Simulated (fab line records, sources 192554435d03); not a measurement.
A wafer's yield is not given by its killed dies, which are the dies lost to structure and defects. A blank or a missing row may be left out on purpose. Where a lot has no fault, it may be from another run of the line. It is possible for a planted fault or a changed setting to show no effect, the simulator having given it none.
Chamber matching + flow n5-finfet + 4 sister chambers for N5_BEOL_M6_VIA_ETCH_34 on rie-diel-06
The step etches SiCOH lowk in C4F6/O2, target depth 126.3 nm, time 50.9 s. 14 wafers are shown with their chamber, then 7 later ones without.

== WAFERS WITH THEIR CHAMBER ==
| wafer  | chamber | showerhead-plenum-p-Torr (Torr) | throttle-valve-pct (%) | rf-vpp-V (V) |
|--------|---------|---------------------------------|------------------------|--------------|
| L074.1 | 3       | 2.76                            | 21.03                  | 652          |
| L074.4 | 0       | 3.02                            | 20.78                  | 660          |
| L074.6 | 2       | 2.93                            | 21.34                  | 641          |
| L078.1 | 0       | 3.02                            | 20.78                  | 661          |
| L078.3 | 3       | 2.76                            | 21.02                  | 651          |
| L078.5 | 1       | 2.78                            | 20.60                  | 668          |
| L080.2 | 0       | 3.02                            | 20.78                  | 662          |
| L080.4 | 2       | 2.93                            | 21.38                  | 640          |
| L080.5 | 1       | 2.78                            | 20.61                  | 667          |
| L082.1 | 1       | 2.78                            | 20.60                  | 668          |
| L082.4 | 2       | 2.93                            | 21.36                  | 640          |
| L082.6 | 3       | 2.76                            | 21.05                  | 653          |
| L086.3 | 2       | 2.92                            | 21.40                  | 641          |
| L086.4 | 3       | 2.75                            | 21.05                  | 653          |

SIGNATURES (averages over the wafers above)
| reading                  | chamber 0 | chamber 1 | chamber 2 | chamber 3 | scatter within a chamber |
|--------------------------|-----------|-----------|-----------|-----------|--------------------------|
| showerhead-plenum-p-Torr | 3.0200    | 2.7800    | 2.9275    | 2.7575    | 0.00387                  |
| throttle-valve-pct       | 20.7800   | 20.6033   | 21.3700   | 21.0375   | 0.0166                   |
| rf-vpp-V                 | 661.00    | 667.67    | 640.50    | 652.25    | 0.801                    |
Rule: distance of a wafer from a chamber = root of the sum over the readings of ((wafer's reading minus chamber's mean) / reading's scatter) squared. If the next closest chamber is less than 2 further off than the closest, the wafer can't be placed; otherwise it belongs to the closest. The scatter is the square root of a quotient: the sum, over the shown wafers, of each reading's squared deviation from its chamber's mean, divided by wafers minus chambers.

== WAFERS MISSING THEIR CHAMBER ==
| wafer  | showerhead-plenum-p-Torr (Torr) | throttle-valve-pct (%) | rf-vpp-V (V) |
|--------|---------------------------------|------------------------|--------------|
| L086.6 | 2.92                            | 21.39                  | 641          |
| L090.2 | 2.92                            | 21.38                  | 640          |
| L090.5 | 2.75                            | 21.06                  | 651          |
| L090.6 | 3.01                            | 20.82                  | 658          |
| L095.1 | 3.00                            | 20.82                  | 660          |
| L095.2 | 2.74                            | 21.07                  | 652          |
| L095.3 | 2.77                            | 20.64                  | 668          |

== WHICH CHAMBER EACH ONE RAN IN ==
| wafer  | from the rows above | in truth |
|--------|---------------------|----------|
| L086.6 | 2                   | 2        |
| L090.2 | 2                   | 2        |
| L090.5 | 3                   | 3        |
| L090.6 | 0                   | 0        |
| L095.1 | 0                   | 0        |
| L095.2 | 3                   | 3        |
| L095.3 | 1                   | 1        |
Placed correctly: 7 of 7. Number that these rows cannot place: 0. Number placed wrongly: 0.
